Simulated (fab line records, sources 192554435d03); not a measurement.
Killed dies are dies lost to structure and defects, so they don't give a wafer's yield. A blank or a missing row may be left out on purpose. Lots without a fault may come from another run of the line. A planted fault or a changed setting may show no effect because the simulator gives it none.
Chamber matching | flow n5_finfet | N5_HKMG_FIN_STRIP_92 on rie_diel-05: 4 sister chambers
The step strips SOC in N2/H2, time 20 s. 8 wafers are shown with their chamber, then 11 later ones without.

WAFERS WITH THEIR CHAMBER
wafer  | chamber | showerhead_plenum_p_Torr (Torr) | drypump_motor_current_A (A)
L080.5 | 0       | 3.45                            | 6.3
L081.4 | 1       | 3.20                            | 5.4
L082.1 | 2       | 3.46                            | 5.8
L082.6 | 3       | 3.48                            | 6.6
L085.1 | 0       | 3.45                            | 6.3
L085.2 | 2       | 3.46                            | 5.8
L085.6 | 3       | 3.47                            | 6.5
L087.2 | 1       | 3.19                            | 5.4

WAFERS WITHOUT THEIR CHAMBER
wafer  | showerhead_plenum_p_Torr (Torr) | drypump_motor_current_A (A)
L087.4 | 3.45                            | 6.3
L087.6 | 3.45                            | 5.8
L089.1 | 3.47                            | 6.6
L089.2 | 3.45                            | 6.3
L089.3 | 3.45                            | 5.8
L091.4 | 3.45                            | 5.8
L091.5 | 3.60                            | 5.4
L091.6 | 3.44                            | 6.3
L097.3 | 3.46                            | 6.6
L097.4 | 3.44                            | 6.3
L097.5 | 3.43                            | 6.3

WHICH CHAMBER EACH WENT THROUGH
wafer  | from the rows above | in truth
L087.4 | 0                   | 0
L087.6 | 2                   | 2
L089.1 | 3                   | 3
L089.2 | 0                   | 0
L089.3 | 2                   | 2
L091.4 | 2                   | 2
L091.5 | 2                   | 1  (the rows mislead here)
L091.6 | 0                   | 0
L097.3 | 3                   | 3
L097.4 | 0                   | 0
L097.5 | 0                   | 0
Placed correctly: 10 of 11. Can't be placed from these rows: 0. Placed wrongly: 1.
How it was worked out, from the rows above alone: a wafer's distance from a chamber is the root of the sum, over the readings, of the square of ((its reading less the chamber's mean) divided by the reading's scatter). The wafer belongs to the nearest chamber; if the next one is less than 2 further off, it can't be placed. A chamber's mean is the mean of its shown wafers. The scatter: the root of (the sum of the squares of (reading less its chamber's mean) over the shown wafers, divided by (wafers less chambers)).
